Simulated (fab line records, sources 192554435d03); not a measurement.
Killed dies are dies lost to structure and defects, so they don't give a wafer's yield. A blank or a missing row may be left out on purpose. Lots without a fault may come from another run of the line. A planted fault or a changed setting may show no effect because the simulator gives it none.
Which tool did it? | flow n5_finfet | 9 lots, 27 wafers sampled, at 6 steps of a route of 1938

WHAT THE GAUGES READ, wafer by wafer
N5_SD_ACTIVATION_RS_MEAS_03: measures by four-point-probe.
lot  | measured    | on            | RS_SD_N (ohm/sq)  | RS_SD_P (ohm/sq)
L784 | day 4 03:29 | film_metro-02 | 21.61 21.77 21.99 | 54.8 54.5 54.7
L785 | day 4 12:58 | film_metro-01 | 21.28 21.76 21.53 | 55.5 55.4 55.2
L786 | day 4 15:05 | film_metro-01 | 22.20 22.12 22.05 | 56.2 55.7 55.7
L788 | day 5 08:17 | film_metro-02 | 25.57 25.55 25.61 | 56.9 56.9 57.9
L790 | day 5 19:43 | film_metro-01 | 25.45 25.35 25.41 | 55.9 56.3 56.7
L796 | day 7 06:46 | film_metro-02 | 21.96 21.83 21.88 | 56.7 57.0 56.5
L800 | day 8 06:40 | film_metro-02 | 21.62 21.89 21.83 | 55.3 55.2 56.1
L801 | day 8 14:46 | film_metro-02 | 21.89 21.61 21.71 | 56.1 55.7 56.6
L803 | day 9 01:05 | film_metro-02 | 21.85 22.09 22.06 | 54.3 55.5 54.4

N5_ILD0_THK_MEAS_13.
lot  | measured    | on            | thk_nm (nm)
L784 | day 4 11:11 | film_metro-02 | 15.6 16.2 15.5
L785 | day 4 20:58 | film_metro-01 | 17.7 16.7 17.6
L786 | day 4 22:01 | film_metro-01 | 17.4 17.1 16.2
L788 | day 5 15:07 | film_metro-01 | 17.8 16.6 16.8
L790 | day 6 02:24 | film_metro-02 | 18.6 18.7 19.2
L796 | day 7 14:22 | film_metro-01 | 17.9 16.5 18.4
L800 | day 8 13:19 | film_metro-02 | 18.8 18.9 18.4
L801 | day 8 21:46 | film_metro-01 | 17.2 15.9 16.0
L803 | day 9 07:41 | film_metro-01 | 16.8 16.5 15.6

N5_BEOL_M4_RC_MEAS_101.
lot  | measured     | on        | DIBL_N (mV/V)  | DIBL_P (mV/V)  | IOFF_N (nA/um)    | IOFF_P (nA/um)    | ION_N (uA/um) | ION_P (uA/um) | RC_DENSE_N (ohm.um) | RC_N (ohm.um)     | REXT_N (ohm.um) | RS_SD_N (ohm/sq) | SS_N (mV/dec)  | SS_P (mV/dec)  | VT_N (mV)         | VT_P (mV)
L784 | day 8 21:08  | prober-02 | 35.0 36.4 38.2 | 34.9 36.8 38.8 | 0.137 0.176 0.212 | 0.171 0.195 0.222 | 663 682 686   | 453 464 456   | 19.0 19.5 19.4      | 15.51 15.81 15.99 | 76.3 75.8 76.0  | 28.2 28.0 28.4   | 70.7 71.5 71.1 | 72.3 73.4 73.6 | 250.8 245.6 243.2 | -255 -254 -252
L785 | day 8 23:38  | prober-02 | 36.2 34.4 36.4 | 35.2 33.4 34.8 | 0.150 0.129 0.161 | 0.229 0.214 0.235 | 666 670 667   | 468 471 461   | 18.9 18.8 18.9      | 15.56 15.47 15.53 | 74.0 73.2 74.1  | 28.0 28.0 28.1   | 71.1 70.6 70.9 | 73.1 72.0 73.4 | 252.7 251.9 248.3 | -247 -250 -247
L786 | day 9 00:10  | prober-01 | 37.8 35.7 36.8 | 37.2 35.6 37.0 | 0.193 0.148 0.185 | 0.243 0.210 0.239 | 674 670 691   | 465 464 470   | 19.4 19.0 19.1      | 15.85 15.41 15.38 | 76.2 76.6 75.4  | 28.9 28.7 28.6   | 71.1 70.6 71.4 | 74.0 73.3 73.5 | 246.9 250.1 247.2 | -246 -248 -246
L788 | day 9 20:37  | prober-01 | 35.1 35.9 36.5 | 35.5 35.8 35.6 | 0.131 0.146 0.147 | 0.177 0.185 0.174 | 669 654 661   | 462 451 447   | 22.0 22.0 22.2      | 17.90 17.87 17.90 | 83.2 83.2 83.5  | 31.8 32.1 32.2   | 70.9 71.2 71.5 | 72.4 73.4 72.5 | 253.4 252.1 253.1 | -255 -255 -258
L790 | day 10 16:14 | prober-01 | 34.6 35.7 36.2 | 33.3 35.0 35.6 | 0.125 0.150 0.149 | 0.189 0.217 0.225 | 661 671 654   | 467 465 464   | 22.1 21.9 21.6      | 18.09 17.78 17.48 | 82.1 82.2 82.1  | 32.6 32.3 32.7   | 72.2 71.8 71.4 | 73.0 72.9 72.9 | 253.0 248.3 250.2 | -247 -248 -247
L796 | day 11 15:41 | prober-02 | 38.7 38.6 37.4 | 36.4 36.9 35.5 | 0.170 0.167 0.143 | 0.212 0.211 0.199 | 677 673 668   | 462 457 456   | 19.0 19.1 19.4      | 15.56 15.59 15.93 | 74.5 74.2 75.3  | 28.4 28.3 28.8   | 72.5 72.1 72.0 | 73.1 74.2 73.8 | 246.9 247.0 252.2 | -247 -252 -251
L800 | day 12 20:58 | prober-02 | 36.2 36.3 35.9 | 36.8 36.8 36.0 | 0.153 0.158 0.143 | 0.207 0.213 0.194 | 675 671 663   | 466 460 457   | 18.9 19.2 18.9      | 15.44 15.75 15.36 | 76.3 76.3 76.4  | 28.2 28.5 28.4   | 71.5 71.3 71.1 | 72.7 73.0 72.4 | 250.7 251.5 253.7 | -250 -249 -251
L801 | day 13 05:38 | prober-01 | 36.0 34.7 37.8 | 35.2 33.2 37.7 | 0.143 0.120 0.188 | 0.185 0.159 0.224 | 674 655 682   | 459 450 464   | 18.7 18.6 18.7      | 15.24 15.13 15.15 | 76.9 77.1 76.4  | 28.4 28.5 28.2   | 71.3 72.0 71.5 | 72.9 72.7 73.9 | 252.5 253.5 245.5 | -254 -254 -251
L803 | day 13 14:47 | prober-01 | 33.6 36.1 33.8 | 33.7 36.6 33.5 | 0.105 0.139 0.106 | 0.161 0.207 0.159 | 653 663 644   | 456 461 452   | 18.7 19.2 19.0      | 15.26 15.49 15.48 | 73.8 74.2 74.0  | 28.7 28.4 28.6   | 71.3 71.6 70.9 | 72.2 73.2 72.9 | 254.8 251.6 255.0 | -251 -251 -254

WHICH TOOL RAN EACH LOT (tool, then ch and the chambers of the sampled wafers, then the start)
lot  | N5_SD_EPI_P_ETCH_16               | N5_SD_ACTIVATION_LSA_01           | N5_ILD0_LINER_00
L784 | rie_diel-06 ch 0,1, day 3 23:49   | laser_anneal-02 ch 0, day 4 03:16 | ald_sin-03 ch 0,2, day 4 03:50
L785 | rie_diel-04 ch 0,1,2, day 4 09:05 | laser_anneal-01 ch 0, day 4 12:47 | ald_sin-01 ch 0,2,3, day 4 13:40
L786 | rie_diel-04 ch 0,2,3, day 4 11:22 | laser_anneal-02 ch 0, day 4 14:54 | ald_sin-03 ch 0,1,2, day 4 15:35
L788 | rie_diel-06 ch 2,3, day 5 04:46   | laser_anneal-02 ch 0, day 5 08:05 | ald_sin-01 ch 0,2,3, day 5 08:41
L790 | rie_diel-02 ch 0,1,3, day 5 16:11 | laser_anneal-02 ch 0, day 5 19:31 | ald_sin-01 ch 1,2,3, day 5 20:05
L796 | rie_diel-04 ch 0,1,3, day 7 03:13 | laser_anneal-01 ch 0, day 7 06:34 | ald_sin-01 ch 0,2,3, day 7 07:40
L800 | rie_diel-06 ch 2,3, day 8 01:10   | laser_anneal-01 ch 0, day 8 06:28 | ald_sin-03 ch 0,2,3, day 8 07:01
L801 | rie_diel-02 ch 0,1,2, day 8 10:18 | laser_anneal-02 ch 0, day 8 14:33 | ald_sin-03 ch 0,1,3, day 8 15:17
L803 | rie_diel-04 ch 0,1, day 8 20:41   | laser_anneal-01 ch 0, day 9 00:54 | ald_sin-04 ch 1,2,3, day 9 01:29
- N5_SD_EPI_P_ETCH_16: etches SiO2 in CHF3/O2, target depth 5 nm.
- N5_SD_ACTIVATION_LSA_01: time 0.0008 s.
- N5_ILD0_LINER_00: material SiNx, target thk 4 nm, pulse time 1 s, purge time 2 s.

WHAT THE TOOLS THEMSELVES READ (means of the sampled wafers that have a number; where no wafer has one, the mark that the record gives instead)
N5_SD_EPI_P_ETCH_16.
lot  | tool        | drypump_motor_current_A (A) | oes_product_au (a.u.) | rf_fwd_power_W (W) | rf_vpp_V (V) | showerhead_plenum_p_Torr (Torr) | throttle_valve_pct (%)
L784 | rie_diel-06 | 5.91                        | 0.73                  | 644.7              | 532          | 2.48                            | 19.00
L785 | rie_diel-04 | 5.96                        | 0.82                  | 640.8              | 525          | 2.39                            | 18.89
L786 | rie_diel-04 | 5.70                        | 0.84                  | 641.0              | 525          | 2.43                            | 18.83
L788 | rie_diel-06 | 6.03                        | 0.82                  | 644.1              | 529          | 2.40                            | 18.99
L790 | rie_diel-02 | 5.87                        | 0.73                  | 641.7              | 524          | 2.43                            | 19.13
L796 | rie_diel-04 | 5.86                        | 0.83                  | 641.6              | 525          | 2.48                            | 19.11
L800 | rie_diel-06 | 5.91                        | 0.77                  | 644.9              | 530          | 2.45                            | 19.04
L801 | rie_diel-02 | 5.76                        | 0.75                  | 644.0              | 525          | 2.37                            | 19.04
L803 | rie_diel-04 | 6.11                        | 0.88                  | 644.7              | 526          | 2.54                            | 19.06

N5_SD_ACTIVATION_LSA_01.
lot  | tool            | wafer_temp_C_max
L784 | laser_anneal-02 | 1086.1
L785 | laser_anneal-01 | 1084.2
L786 | laser_anneal-02 | 1085.6
L788 | laser_anneal-02 | 1052.9
L790 | laser_anneal-02 | 1052.2
L796 | laser_anneal-01 | 1083.5
L800 | laser_anneal-01 | 1083.7
L801 | laser_anneal-02 | 1085.7
L803 | laser_anneal-01 | 1083.7

N5_ILD0_LINER_00.
lot  | tool       | heater_power_w (W) | precursor_pulse_height_rel
L784 | ald_sin-03 | 901                | 0.990
L785 | ald_sin-01 | 884                | 1.009
L786 | ald_sin-03 | 902                | 0.993
L788 | ald_sin-01 | 874                | 1.008
L790 | ald_sin-01 | 896                | 1.005
L796 | ald_sin-01 | 894                | 0.997
L800 | ald_sin-03 | 861                | 0.994
L801 | ald_sin-03 | 866                | 0.990
L803 | ald_sin-04 | 792                | 1.018

THE ANSWER, worked out from the rows above alone
Rule: what is usual is taken from the lots themselves. Put in order of their means at a reading, lots are off if they are a third of the lots or fewer, leave a main group of 4 or more, and stand apart from it by a gap of 3 or more times the standard deviation of the main group's means; of several such gaps the widest counts. A main group whose means are all the same, to the digits that the tables above print for the reading, isn't used. A lot without any number at a reading at which 4 lots or more have one is off too. The other lots that the step has rows for count as sound. The gauges are gone through in route order, then the tools' own readings, and for those a lot's mean is taken as printed above. The first step at which some lot is off is used, and at that step the reading that is off furthest; a lot without a number counts as furthest.
Off: L788, L790, at N5_SD_ACTIVATION_RS_MEAS_03 (RS_SD_N). The main group: mean 21.83 ohm/sq, standard deviation 0.18.
A tool fits if, at a process step before that reading, it ran every lot that is off, and no sound lot after the first of them. The gauges at N5_SD_ACTIVATION_RS_MEAS_03 aren't tried: what is off there is off at N5_BEOL_M4_RC_MEAS_101 too, on other tools, and a gauge's error can't cause that. None of those tried fits.

WHAT THE SIMULATOR HAD PUT IN
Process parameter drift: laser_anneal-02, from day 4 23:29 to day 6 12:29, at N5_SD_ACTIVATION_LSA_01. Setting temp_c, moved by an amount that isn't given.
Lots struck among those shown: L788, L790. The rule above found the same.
